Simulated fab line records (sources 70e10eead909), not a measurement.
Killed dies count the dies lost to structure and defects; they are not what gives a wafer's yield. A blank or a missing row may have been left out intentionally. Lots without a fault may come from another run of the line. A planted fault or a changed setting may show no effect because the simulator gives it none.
fab line records	flow nand_harc
[record] lots = 7	wafers = 18	last_day = 24
route steps=1159 shown P_ZERO_WELL@68 P_STI@69 END@1159
lots that met no fault: taken from a fault-free run of the same line
start_h: the number of hours between the record's first day and the start of the first shown wafer of the lot	wait_h: how many hours have passed since the lot's step before this one	" unchanged from the row above	L1.1+2: a row that stands for several wafers	- value missing, or start not given	* or withheld: withheld	< > ~ a bound
route shown NAME@n: a module of which the file shows steps, and the number in the route of the first	usual: the fault-free wafers' mean and standard deviation	same: alike in all rows	chamber/n: place in a boat	sites: readings site by site	_std_site: the standard deviation of these	_edge_site: mean of outer sites minus mean of inner sites	radius_mm: how far each site lies from the wafer's centre	mask NAME#n: copy n	behind: the tool/chamber that last shaped the wafer	hold: the reason the lot was held/the length of the hold in hours/how it ended	device: whichever transistor did not switch (one of n, p or np)	end of line: tests run on the same wafers once the route is complete	for a step that has no rows: nothing shown but its recipe	killed: count of dies lost to structure and defects at first sort (not the wafer's yield)	map: per-die view of a wafer (x killed, . not killed, _ where there is no die)
set.NAME: setting as actually run; set.NAME@STEP: the setting as run at that earlier step	model.NAME: the simulator's own value behind a step, which no gauge read
lots at some steps of the route; a table a step, a row a wafer
services: when a tool's chamber went out of use (start_h, in hours from the record's first day, below 0 if earlier), for how many hours, and the reason
[[steps]]
[step NHARC_P_ZERO_WELL_INSPECT_43]
[usual] raw_defect_count = 15/6.3
lot.wafer	tool	chamber	start_h	wait_h	raw_defect_count
L989.2	defect_inspect-01	-	19.62	0.5	11
L989.4	"	-	"	"	14
L989.6	"	-	"	"	5
L993.2	defect_inspect-02	-	43.74	0.5	18
L993.3	"	-	"	"	30
L993.5	"	-	"	"	17
L994.1	defect_inspect-01	-	49.51	0.6	14
L994.4	"	-	"	"	20
L995.3	defect_inspect-01	-	55.44	0.4	19
L995.4	"	-	"	"	4
L997.3	defect_inspect-01	-	67.76	0.4	10
L997.4	"	-	"	"	8
L105.1	defect_inspect-01	-	115.71	0.6	12
L105.2	"	-	"	"	12
L105.3	"	-	"	"	14
L110.1	defect_inspect-01	-	145.67	0.6	13
L110.2	"	-	"	"	13
L110.5	"	-	"	"	18
[step NHARC_P_STI_ETCH_26]
[recipe] target_depth_a = 110	chemistry = dHF	material = SiO2
[step NHARC_P_STI_PRECLEAN_27]
[recipe] time_s = *	temp_c = 50	bath_age_min = 0	chemistry = SC1
[step NHARC_P_STI_SRD_28]
[step NHARC_P_STI_OXIDE_29]
[recipe] target_thk_a = 100	temp_c = 900	ox_time_s = 1362	material = SiO2
[step NHARC_P_STI_HM_DEP_30]
[recipe] target_thk_a = 800	temp_c = 790	pressure_mtorr = 300	time_s = 873	material = Si3N4
[step NHARC_P_STI_DEHYDRATE_01]
[recipe] temp_c = 150	time_s = 120
[step NHARC_P_STI_HMDS_02]
[recipe] time_s = 30
[step NHARC_P_STI_COAT_41]
[recipe] temp_c = 200	time_s = 65
[step NHARC_P_STI_COAT_03]
[recipe] spin_rpm = 2000	resist_thk_nm = 600
[step NHARC_P_STI_SOFTBAKE_04]
[recipe] temp_c = 125	time_s = 70
[step NHARC_P_STI_EBR_05]
[step NHARC_P_STI_EXPOSE_06]
[recipe] na = 0.55	target_cd_nm = 200	dose_mj = 37.69	mask_id = P_STI
[usual] reticle_temp_C = 23.01/0.1
lot.wafer	tool	chamber	start_h	wait_h	mask	reticle_temp_C
L989.2	krf_scanner-01	0	34.64	-	P_STI#0	22.94
L989.4	"	0	"	"	P_STI#0	22.92
L989.6	"	0	"	"	P_STI#0	23.01
L993.2	krf_scanner-04	0	60.46	-	P_STI#0	22.97
L993.3	"	0	"	"	P_STI#0	23.15
L993.5	"	0	"	"	P_STI#0	23.04
L994.1	krf_scanner-04	0	66.98	-	P_STI#0	22.97
L994.4	"	0	"	"	P_STI#0	22.97
L995.3	krf_scanner-04	0	67.02	-	P_STI#0	23.11
L995.4	"	0	"	"	P_STI#0	22.98
L997.3	krf_scanner-04	0	82.92	-	P_STI#0	23.00
L997.4	"	0	"	"	P_STI#0	22.96
L105.1	krf_scanner-01	0	135.02	-	P_STI#0	22.89
L105.2	"	0	"	"	P_STI#0	23.01
L105.3	"	0	"	"	P_STI#0	22.93
L110.1	krf_scanner-01	0	162.47	-	P_STI#0	23.02
L110.2	"	0	"	"	P_STI#0	22.84
L110.5	"	0	"	"	P_STI#0	22.93
[step NHARC_P_STI_PEB_07]
[recipe] peb_temp_c = 128	peb_time_s = 80
[step NHARC_P_STI_DEVELOP_08]
[recipe] time_s = 50	dev_temp_c = 22
[step NHARC_P_STI_CD_MEAS_09]
[recipe] target_cd_nm = 200	landing_energy_ev = 500
[usual] cd_nm = 199.5/2.9
lot.wafer	tool	chamber	start_h	wait_h	hold	cd_nm
L989.2	cd_sem-02	0	34.79	-	-	198.4
L989.4	"	0	"	"	-	197.6
L989.6	"	0	"	"	-	200.3
L993.2	cd_sem-01	0	60.61	-	-	206.8
L993.3	"	0	"	"	-	197.1
L993.5	"	0	"	"	-	201.9
L994.1	cd_sem-03	0	67.13	-	await_dispo/0.2h/release	185.9
L994.4	"	0	"	"	await_dispo/0.2h/release	181.1
L994.1	cd_sem-03	0	-	-	-	185.9
L994.4	"	0	"	"	-	181.0
L995.3	cd_sem-02	0	67.17	-	await_dispo/0.2h/release	174.7
L995.4	"	0	"	"	await_dispo/0.2h/release	186.8
L995.3	cd_sem-02	0	-	-	-	175.2
L995.4	"	0	"	"	-	186.7
L997.3	cd_sem-02	0	83.07	-	await_dispo/0.2h/release	185.0
L997.4	"	0	"	"	await_dispo/0.2h/release	184.8
L997.3	cd_sem-02	0	-	-	-	184.8
L997.4	"	0	"	"	-	184.7
L105.1	cd_sem-02	0	135.18	-	-	203.0
L105.2	"	0	"	"	-	202.4
L105.3	"	0	"	"	-	203.1
L110.1	cd_sem-02	0	162.62	-	-	203.6
L110.2	"	0	"	"	-	200.0
L110.5	"	0	"	"	-	200.2
[step NHARC_P_STI_OVL_MEAS_10]
[usual] overlay_x_nm = 0/6.4	overlay_y_nm = -1/5.6
lot.wafer	tool	chamber	start_h	wait_h	hold	overlay_x_nm	overlay_y_nm
L989.2	overlay-01	-	34.88	-	-	-2	-3
L989.4	"	-	"	"	-	-2	-3
L989.6	"	-	"	"	-	-2	-3
L993.2	overlay-01	-	60.70	-	-	-5	-8
L993.3	"	-	"	"	-	-5	-8
L993.5	"	-	"	"	-	-5	-8
L995.3	overlay-01	-	69.69	-	await_dispo/2.2h/release	3	-11
L995.4	"	-	"	"	await_dispo/2.2h/release	4	-12
L994.1	overlay-02	-	71.15	-	await_dispo/3.8h/release	-5	1
L994.4	"	-	"	"	await_dispo/3.8h/release	-5	0
L997.3	overlay-02	-	87.46	-	await_dispo/4.1h/release	-13	-2
L997.4	"	-	"	"	await_dispo/4.1h/release	-12	-2
L105.1	overlay-02	-	135.26	-	-	2	5
L105.2	"	-	"	"	-	3	5
L105.3	"	-	"	"	-	2	4
L110.1	overlay-02	-	162.70	-	-	-5	3
L110.2	"	-	"	"	-	-4	3
L110.5	"	-	"	"	-	-4	3
[step NHARC_P_STI_INSPECT_11]
[usual] raw_defect_count = 6.0/3
lot.wafer	tool	chamber	start_h	wait_h	raw_defect_count
L989.2	defect_inspect-02	-	34.91	0.0	2
L989.4	"	-	"	"	6
L989.6	"	-	"	"	1
L993.2	defect_inspect-02	-	60.73	0.0	8
L993.3	"	-	"	"	8
L993.5	"	-	"	"	7
L995.3	defect_inspect-02	-	69.73	0.0	3
L995.4	"	-	"	"	6
L994.1	defect_inspect-01	-	71.19	0.0	9
L994.4	"	-	"	"	4
L997.3	defect_inspect-02	-	87.50	0.0	9
L997.4	"	-	"	"	3
L105.1	defect_inspect-02	-	135.30	0.0	13
L105.2	"	-	"	"	8
L105.3	"	-	"	"	8
L110.1	defect_inspect-02	-	162.74	0.0	6
L110.2	"	-	"	"	9
L110.5	"	-	"	"	9
[step NHARC_P_STI_HARDBAKE_13]
[recipe] temp_c = 118	time_s = 65
[step NHARC_P_STI_DESCUM_14]
[recipe] time_s = 3	o2_flow_sccm = 200	ar_flow_sccm = 0	bias_power_w = 0	chemistry = O2
[usual] drypump_motor_current_A = 5.8/0.4	oes_product_au = 1.001/0.016	rf_vpp_V = 57.9/0.92	showerhead_plenum_p_Torr = 1.92/0.091	throttle_valve_pct = 11.311/0.0083
lot.wafer	tool	chamber	start_h	wait_h	drypump_motor_current_A	oes_product_au	rf_hours_counter_h	rf_vpp_V	showerhead_plenum_p_Torr	throttle_valve_pct	model.P_STI.cd_nm
L989.2	rie_diel-01	1	35.06	-	6.1	1.010	1.9	57.7	1.97	11.311	198.1
L989.4	"	2	"	"	5.9	1.017	2.0	59.6	2.04	11.310	197.9
L989.6	"	3	"	"	5.7	1.004	-	55.7	1.79	11.305	200.7
L993.3	rie_diel-05	1	60.88	-	6.5	0.970	1.8	59.9	1.95	11.312	197.7
L993.2	"	2	"	"	5.8	1.009	1.9	58.2	1.84	11.306	205.9
L993.5	"	0	"	"	5.1	1.005	-	57.6	1.90	11.320	-
L995.3	rie_diel-13	1	69.93	-	5.4	1.001	6.1	57.9	1.99	11.305	175.8
L995.4	"	2	"	"	5.6	1.020	5.5	58.1	1.98	11.312	186.4
L994.4	rie_diel-05	3	71.33	-	6.0	0.978	1.8	58.6	1.94	11.320	181.1
L994.1	"	0	"	"	5.0	0.997	1.1	57.1	1.90	11.319	185.6
L997.3	rie_diel-01	0	87.65	-	5.3	1.005	3.4	58.0	1.85	11.321	185.2
L997.4	"	1	"	"	6.1	1.017	3.5	57.5	1.97	11.314	185.1
L105.1	rie_diel-01	3	135.44	-	5.7	1.018	6.2	56.5	1.79	11.313	202.7
L105.2	"	1	"	"	6.1	1.008	5.4	58.5	1.97	11.320	202.3
L105.3	"	2	"	"	5.9	1.007	6.4	58.1	2.04	11.311	203.3
L110.2	rie_diel-01	1	162.88	-	6.1	0.994	0.8	57.2	1.97	11.307	199.2
L110.1	"	2	"	"	5.9	0.988	0.7	59.0	2.04	11.303	202.5
L110.5	"	0	"	"	5.3	1.022	-	57.4	1.85	11.305	199
[step NHARC_P_STI_ETCH_42]
[recipe] target_depth_a = 800	overetch_a = 240	time_s = 61	ion_energy_ev = 200	n2_flow_sccm = 150	h2_flow_sccm = 150	ar_flow_sccm = 0	rf_w = 400	bias_w = 150	chemistry = N2/H2
[usual] drypump_motor_current_A = 5.8/0.4	h2_flow_sccm = 150.0/0.53	oes_product_au = 1.002/0.015	rf_fwd_power_W = 396.3/1.6	rf_vpp_V = 430.8/2.7	showerhead_plenum_p_Torr = 2.05/0.097	throttle_valve_pct = 14.172/0.0093
lot.wafer	tool	chamber	start_h	wait_h	drypump_motor_current_A	h2_flow_sccm	oes_product_au	rf_fwd_power_W	rf_hours_counter_h	rf_vpp_V	showerhead_plenum_p_Torr	throttle_valve_pct
L989.2	rie_diel-01	0	35.13	0.1	5.3	149.7	1.008	396.4	1.4	428.6	1.98	14.184
L989.4	"	2	"	"	5.9	149.6	1.009	398.3	2.0	434.5	2.17	14.162
L989.6	"	0	"	"	5.3	150.2	1.002	397.2	-	429.7	1.98	14.181
L993.2	rie_diel-05	2	60.95	0.1	5.8	150.7	1.015	394.5	1.9	429.1	1.96	14.174
L993.3	"	1	"	"	6.5	151.1	0.977	398.0	1.9	432.2	2.08	14.183
L993.5	"	2	"	"	5.8	150.9	1.003	394.3	-	428.2	1.96	14.176
L995.3	rie_diel-13	3	70.05	0.1	5.8	150.5	0.982	398.9	7.4	426.8	1.90	14.175
L995.4	"	0	"	"	6.2	149.7	0.983	398.1	7.7	435.0	2.18	14.177
L994.4	rie_diel-05	2	71.42	0.1	5.8	150.0	1.021	391.4	2.1	429.6	1.96	14.179
L994.1	"	3	"	"	6.0	151.3	0.984	396.4	1.8	429.9	2.07	14.187
L997.3	rie_diel-01	0	87.73	0.1	5.3	150.1	1.004	396.1	3.4	430.0	1.97	14.163
L997.4	"	1	"	"	6.1	150.4	1.008	393.0	3.5	431.4	2.10	14.175
L105.1	rie_diel-01	1	135.53	0.1	6.1	150.0	1.025	391.8	5.4	430.8	2.10	14.171
L105.2	"	2	"	"	5.9	149.8	1.010	397.7	6.4	434.8	2.17	14.172
L105.3	"	3	"	"	5.8	149.3	1.017	396.3	6.3	427.2	1.90	14.186
L110.1	rie_diel-01	2	162.97	0.1	5.9	150.1	0.988	399.1	0.7	433.0	2.17	14.182
L110.2	"	3	"	"	5.8	149.4	0.994	397.8	0.8	427.6	1.90	14.175
L110.5	"	2	"	"	5.9	149.0	0.988	398.3	-	431.9	2.17	14.182
[step NHARC_P_STI_ETCH_31]
[recipe] target_depth_a = 1089	time_s = 54.5	cf4_flow_sccm = 100	chf3_flow_sccm = 30	ar_flow_sccm = 0	rf_w = 500	bias_w = 200	chemistry = CF4/CHF3
[usual] drypump_motor_current_A = 5.8/0.39	oes_product_au = 0.963/0.02	rf_fwd_power_W = 495.3/2.2	rf_vpp_V = 370.6/2.6	showerhead_plenum_p_Torr = 1.58/0.07	throttle_valve_pct = 16.802/0.0088
lot.wafer	tool	chamber	start_h	wait_h	drypump_motor_current_A	oes_product_au	rf_fwd_power_W	rf_hours_counter_h	rf_vpp_V	showerhead_plenum_p_Torr	throttle_valve_pct
L989.4	rie_diel-01	2	-	-	5.9	1.011	498.1	2.0	374.3	1.67	16.792
L989.2	"	3	"	"	5.8	0.976	494.6	2.1	367.6	1.48	16.800
L989.6	"	1	"	"	6.1	0.982	489.9	-	371.7	1.61	16.801
L993.3	rie_diel-05	2	-	-	5.8	0.978	492.5	1.9	368.6	1.51	16.816
L993.2	"	3	"	"	6.0	0.965	497.4	1.7	371.4	1.60	16.799
L993.5	"	3	"	"	6.0	0.974	496.7	-	372.7	1.60	16.808
L995.3	rie_diel-13	2	-	-	5.5	0.985	497.0	5.5	372.7	1.62	16.817
L995.4	"	3	"	"	5.8	0.965	495.7	7.5	367.7	1.47	16.807
L994.4	rie_diel-05	0	-	-	5.0	0.946	492.5	1.2	370.2	1.57	16.798
L994.1	"	3	"	"	6.0	0.930	494.1	1.9	370.0	1.60	16.797
L997.3	rie_diel-01	3	-	-	5.8	0.974	493.7	4.5	367.0	1.48	16.808
L997.4	"	0	"	"	5.3	0.971	495.1	3.4	369.8	1.53	16.805
L105.2	rie_diel-01	0	-	-	5.3	0.976	497.3	5.2	367.9	1.53	16.817
L105.1	"	1	"	"	6.1	0.986	495.4	5.5	372.0	1.61	16.801
L105.3	"	2	"	"	5.9	0.983	498.8	6.5	373.4	1.67	16.795
L110.1	rie_diel-01	2	-	-	5.9	0.963	493.0	0.7	373.4	1.67	16.814
L110.2	"	0	"	"	5.3	0.989	499.3	0.9	369.2	1.53	16.806
L110.5	"	1	"	"	6.1	0.949	488.6	-	371.6	1.61	16.806
[step NHARC_P_STI_ETCH_15]
[recipe] target_depth_a = 3000	taper_deg = 4	time_s = 100.1	hbr_flow_sccm = 150	cl2_flow_sccm = 50	rf_w = 400	icp_w = 400	bias_w = 100	chemistry = HBr/Cl2
[usual] drypump_motor_current_A = 5.8/0.38	hbr_flow_sccm = 150.0/0.41	oes_product_au = 1.006/0.0091	rf_fwd_power_W = 397.7/1.5	throttle_valve_pct = 26.405/0.0086
lot.wafer	tool	chamber	start_h	wait_h	drypump_motor_current_A	hbr_flow_sccm	oes_product_au	rf_fwd_power_W	rf_hours_counter_h	throttle_valve_pct	model.P_STI.cd_nm
L989.4	rie_si-04	3	35.34	-	5.6	150.3	0.997	398.3	0.9	26.413	198
L989.2	"	0	"	"	5.8	149.4	1.005	400.9	0.8	26.396	198.1
L989.6	"	2	"	"	6.4	149.6	0.995	399.0	-	26.401	200.6
L993.2	rie_si-04	2	61.14	-	6.4	150.3	0.997	397.5	1.0	26.403	206.3
L993.3	"	0	"	"	5.9	149.9	1.019	396.9	0.9	26.406	198.4
L993.5	"	2	"	"	6.5	149.8	1.004	396.1	-	26.403	202.6
L995.4	rie_si-04	1	70.25	-	5.4	150.0	1.006	397.8	0.9	26.403	185.5
L995.3	"	3	"	"	5.6	149.9	1.008	398.9	1.2	26.409	176.2
L994.1	rie_si-01	0	71.60	-	5.4	150.5	1.005	398.2	0.7	26.400	185.9
L994.4	"	3	"	"	6.6	150.4	0.991	396.9	0.7	26.405	181.8
L997.3	rie_si-04	1	87.92	-	5.4	150.4	0.994	397.4	1.1	26.403	186.2
L997.4	"	2	"	"	6.4	148.9	1.004	398.1	1.3	26.401	187.2
L105.3	rie_si-05	0	135.71	-	5.9	150.0	1.016	398.5	0.3	26.412	203.9
L105.1	"	1	"	"	5.7	149.6	1.006	398.9	0.5	26.416	202.5
L105.2	"	2	"	"	6.0	149.0	1.007	397.2	0.4	26.414	203
L110.2	rie_si-05	2	163.15	-	6.0	149.7	1.004	397.4	0.6	26.414	197.8
L110.1	"	0	"	"	6.0	149.6	1.023	397.1	0.5	26.396	203.1
L110.5	"	3	"	"	6.3	149.9	1.009	396.0	-	26.394	198.5
[step NHARC_P_STI_CD_MEAS_16]
[usual] cd_nm = 199.6/2.8
lot.wafer	tool	chamber	start_h	wait_h	hold	cd_nm
L989.2	cd_sem-01	-	35.49	-	-	198.2
L989.4	"	-	"	"	-	198.3
L989.6	"	-	"	"	-	200.3
L993.2	cd_sem-01	-	61.31	-	-	206.2
L993.3	"	-	"	"	-	198.4
L993.5	"	-	"	"	-	202.3
L995.3	cd_sem-03	-	70.42	-	await_dispo/0.2h/release	176.4
L995.4	"	-	"	"	await_dispo/0.2h/release	185.5
L995.3	cd_sem-03	-	70.60	0.2	-	176.3
L995.4	"	-	"	"	-	185.3
L994.1	cd_sem-01	-	71.76	-	await_dispo/0.2h/release	185.8
L994.4	"	-	"	"	await_dispo/0.2h/release	181.8
L994.1	cd_sem-01	-	71.95	0.2	-	186.0
L994.4	"	-	"	"	-	181.7
L997.3	cd_sem-01	-	88.08	-	await_dispo/0.2h/release	186.1
L997.4	"	-	"	"	await_dispo/0.2h/release	187.2
L997.3	cd_sem-01	-	88.26	0.2	-	186.5
L997.4	"	-	"	"	-	187.1
L105.1	cd_sem-03	-	135.88	-	-	202.7
L105.2	"	-	"	"	-	202.8
L105.3	"	-	"	"	-	203.9
L110.1	cd_sem-01	-	163.34	-	-	202.8
L110.2	"	-	"	"	-	197.9
L110.5	"	-	"	"	-	198.5
[step NHARC_P_STI_OCD_MEAS_17]
[usual] trench_depth_nm = 303/4.4	trench_foot_cd_nm = 157.2/2.9
lot.wafer	tool	chamber	start_h	wait_h	hold	trench_depth_nm	trench_foot_cd_nm
L989.2	ocd-02	-	35.58	0.1	-	304	155.7
L989.4	"	-	"	"	-	301	155.9
L989.6	"	-	"	"	-	299	159.0
L993.2	ocd-02	-	61.40	0.1	-	303	164.2
L993.3	"	-	"	"	-	308	154.2
L993.5	"	-	"	"	-	305	159.3
L995.3	ocd-02	-	75.28	4.7	await_dispo/0.2h/release	306	132.4
L995.4	"	-	"	"	await_dispo/0.2h/release	300	144.3
L995.3	ocd-02	-	75.46	0.2	-	306	132.1
L995.4	"	-	"	"	-	300	144.8
L994.1	ocd-01	-	76.41	4.5	await_dispo/0.2h/release	304	142.9
L994.4	"	-	"	"	await_dispo/0.2h/release	295	139.8
L994.1	ocd-01	-	76.59	0.2	-	304	142.9
L994.4	"	-	"	"	-	295	140.3
L997.3	ocd-01	-	92.70	4.4	await_dispo/0.2h/release	299	142.7
L997.4	"	-	"	"	await_dispo/0.2h/release	300	142.4
L997.3	ocd-01	-	92.87	0.2	-	299	143.3
L997.4	"	-	"	"	-	300	142.8
L105.1	ocd-02	-	135.96	0.1	-	306	160.0
L105.2	"	-	"	"	-	301	159.7
L105.3	"	-	"	"	-	308	160.4
L110.1	ocd-02	-	163.43	0.1	-	309	160.0
L110.2	"	-	"	"	-	304	156.5
L110.5	"	-	"	"	-	306	157.5
[step NHARC_END_SORT_01]
[recipe] temp_c = 25
[usual] killed_at_array = 28/11	killed_at_other = 0.5/0.87	killed_at_periphery = 2.9/2.2	killed_dies = 32/11	killed_open = 3.2/1.9	killed_short = 1.8/1.4
[same] gross_dies = 677
lot.wafer	tool	chamber	start_h	wait_h	killed_at_array	killed_at_other	killed_at_periphery	killed_dies	killed_open	killed_short
L997.3	prober-02	0	477.13	3.1	27	0	3	30	4	5
L997.4	prober-02	0	477.93	3.4	28	0	0	28	2	2
L994.4	prober-01	0	485.90	3.4	21	0	5	26	3	2
L995.3	prober-02	0	485.11	3.1	33	2	6	41	4	1
L995.4	prober-02	0	485.92	3.4	38	3	6	47	6	4
// killed by level:class
L997.3 A_SLIT:chamber_film_flake=10 A_CHANNEL_HOLE_D1:chamber_film_flake=3 A_STAIRCASE:chamber_film_flake=3 A_CONTACT:chamber_film_flake=3 P_CONTACT:geometric_particle:open=1 A_ONON_D1:geometric_particle:open=1 A_CHANNEL_HOLE_D1:geometric_particle:short=1 A_CHANNEL_FILL_D1:geometric_particle:short=1
L997.4 A_SLIT:chamber_film_flake=12 A_CHANNEL_HOLE_D1:chamber_film_flake=4 A_CONTACT:chamber_film_flake=4 A_STAIRCASE:chamber_film_flake=3 A_ONON_D1:geometric_particle:short=1 A_CHANNEL_HOLE_D1:geometric_particle:short=1 A_CHANNEL_HOLE_D1:geometric_particle:open=1 A_M0:geometric_particle:open=1
L995.3 A_CHANNEL_HOLE_D1:chamber_film_flake=12 A_SLIT:chamber_film_flake=10 P_STI:area_expose=4 A_STAIRCASE:chamber_film_flake=3 A_BLC:chamber_film_flake=2 THIN_TSV:chamber_film_flake=2 P_GATE:geometric_particle:open=1 P_M1:geometric_particle:open=1
L994.4 A_SLIT:chamber_film_flake=9 P_STI:area_expose=5 A_CHANNEL_HOLE_D1:chamber_film_flake=2 A_STAIRCASE:chamber_film_flake=2 A_STAIRCASE:geometric_particle:open=1 A_SGD_CUT:geometric_particle:open=1 A_SGD_CUT:geometric_particle:short=1 A_WL_FILL:geometric_particle:short=1
L995.4 A_CHANNEL_HOLE_D1:chamber_film_flake=15 A_SLIT:chamber_film_flake=11 THIN_TSV:chamber_film_flake=3 P_M0:geometric_particle:open=2 A_ZERO_WELL:chamber_film_flake=2 A_STAIRCASE:chamber_film_flake=2 P_GATE:geometric_particle:open=1 P_GATE:geometric_particle:short=1
[[services]]
tool	chamber	start_h	hours	kind
rie_diel-05	2	11.89	5.0	repair
rie_diel-13	1	15.25	9.6	repair
rie_diel-05	3	18.74	6.4	repair
rie_diel-13	2	20.42	9.9	repair
rie_diel-05	0	27.01	21.1	repair
rie_diel-13	2	35.95	10.4	repair
krf_scanner-01	-	41.44	1.4	repair
rie_diel-05	1	44.24	3.4	repair
krf_scanner-01	-	44.35	1.7	repair
rie_diel-01	1	49.00	5.7	repair
rie_si-05	3	52.94	1.0	repair
rie_si-05	1	54.20	5.1	repair
rie_diel-13	3	54.69	4.4	repair
rie_si-05	-	62.00	9.0	pm
rie_diel-01	-	74.43	0.4	repair
krf_scanner-01	-	80.27	3.5	repair
rie_diel-05	0	81.04	1.3	repair
krf_scanner-01	-	84.00	4.0	pm
rie_diel-13	-	87.90	2.2	repair
rie_diel-13	-	99.00	9.0	pm
rie_si-04	-	99.00	9.0	pm
krf_scanner-04	-	126.00	4.0	pm
rie_diel-01	-	137.80	9.0	pm
rie_si-04	1	161.19	7.7	repair
[[key]]
[first_sign] step = NHARC_P_STI_CD_MEAS_09	reading = visit	direction = added
[effect] step = NHARC_P_STI_CD_MEAS_09	reading = cd_nm	direction = down	sigmas = 5.8	usual = 199.5	struck = 183.1
[effect] step = NHARC_P_STI_CD_MEAS_16	reading = visit	direction = added
[effect] step = NHARC_P_STI_CD_MEAS_16	reading = cd_nm	direction = down	sigmas = 5.6	usual = 199.6	struck = 183.8
[effect] step = NHARC_P_STI_OCD_MEAS_17	reading = visit	direction = added
[effect] step = NHARC_P_STI_OCD_MEAS_17	reading = trench_foot_cd_nm	direction = down	sigmas = 5.6	usual = 157.2	struck = 140.8
[model_effect] step = NHARC_P_STI_DESCUM_14	value = P_STI.cd_nm	without = 202.3	struck = 183.2
[model_effect] step = NHARC_P_STI_ETCH_15	value = P_STI.cd_nm	without = 202.9	struck = 183.8
met_at NHARC_P_STI_EXPOSE_06
struck_wafers L994.1,L994.4,L995.3,L995.4,L997.3,L997.4
tester_left_out L994,L995,L997
[fault] kind = process_parameter_drift	tool = krf_scanner-04	chamber = -	onset_h = 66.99	steps = NHARC_P_STI_EXPOSE_06	channel = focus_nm	offset = 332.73	shape = step	end_h = 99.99	scope = struck_wafers_only
// tester_left_out: of these lots the tester's yield and bins aren't shown, on N5 and GAA mostly nor the transistor test; their killed dies are dies lost to structure and defects alone, not to doping, threshold or leakage, so they don't give the yield
